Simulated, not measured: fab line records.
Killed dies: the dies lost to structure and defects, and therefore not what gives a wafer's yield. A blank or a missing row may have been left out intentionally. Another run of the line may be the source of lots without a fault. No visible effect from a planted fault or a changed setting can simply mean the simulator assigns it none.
Matching of chambers + flow nandHarc + NHARC_P_CONTACT_ALD_22 on aldMetal-01 has 4 sister chambers
The step deposits TiN, target thk 3 nm, pulse time 1 s, ald cycles 150. 4 wafers are shown with their chamber, then 11 later ones without.

== WAFERS PAIRED WITH THEIR CHAMBERS ==
| wafer  | chamber | heaterPowerW (W) |
|--------|---------|------------------|
| L077.5 | 3       | 1035             |
| L088.4 | 2       | 1090             |
| L088.6 | 1       | 996              |
| L090.1 | 0       | 1107             |

== WAFERS WHOSE CHAMBER IS MISSING ==
| wafer  | heaterPowerW (W) |
|--------|------------------|
| L090.3 | 1121             |
| L090.6 | 1093             |
| L092.3 | 1075             |
| L092.4 | 1019             |
| L092.6 | 1003             |
| L094.2 | 1100             |
| L094.5 | 1067             |
| L094.6 | 1001             |
| L096.2 | 1126             |
| L096.5 | 1103             |
| L096.6 | 1124             |

== EACH ONE'S CHAMBER ==
| wafer  | from the rows above          | in truth |
|--------|------------------------------|----------|
| L090.3 | can't be placed: 0 or 2      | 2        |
| L090.6 | can't be placed: 2 or 0      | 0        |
| L092.3 | can't be placed: 2 or 0 or 3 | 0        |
| L092.4 | can't be placed: 3 or 1      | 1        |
| L092.6 | can't be placed: 1 or 3      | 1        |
| L094.2 | can't be placed: 0 or 2      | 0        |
| L094.5 | can't be placed: 2 or 3 or 0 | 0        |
| L094.6 | 1                            | 1        |
| L096.2 | can't be placed: 0 or 2      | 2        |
| L096.5 | can't be placed: 0 or 2      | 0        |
| L096.6 | can't be placed: 0 or 2      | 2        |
Correct placement for 1 of the 11. Not placeable from these rows: 10 (in 10, the candidates include the true chamber). Wrongly placed: 0.
How it was worked out, from the rows above alone: a wafer's distance from a chamber is the root of the sum, over the readings, of the square of ((its reading less the chamber's mean) divided by the reading's scatter). If the next closest chamber is less than 2 further off than the closest, the wafer can't be placed; otherwise it belongs to the closest. Each chamber's mean is taken over the wafers shown for it. The scatter (one wafer shown for each chamber): square how far every hidden wafer sits from the nearest shown wafer, average those squares and take the square root.
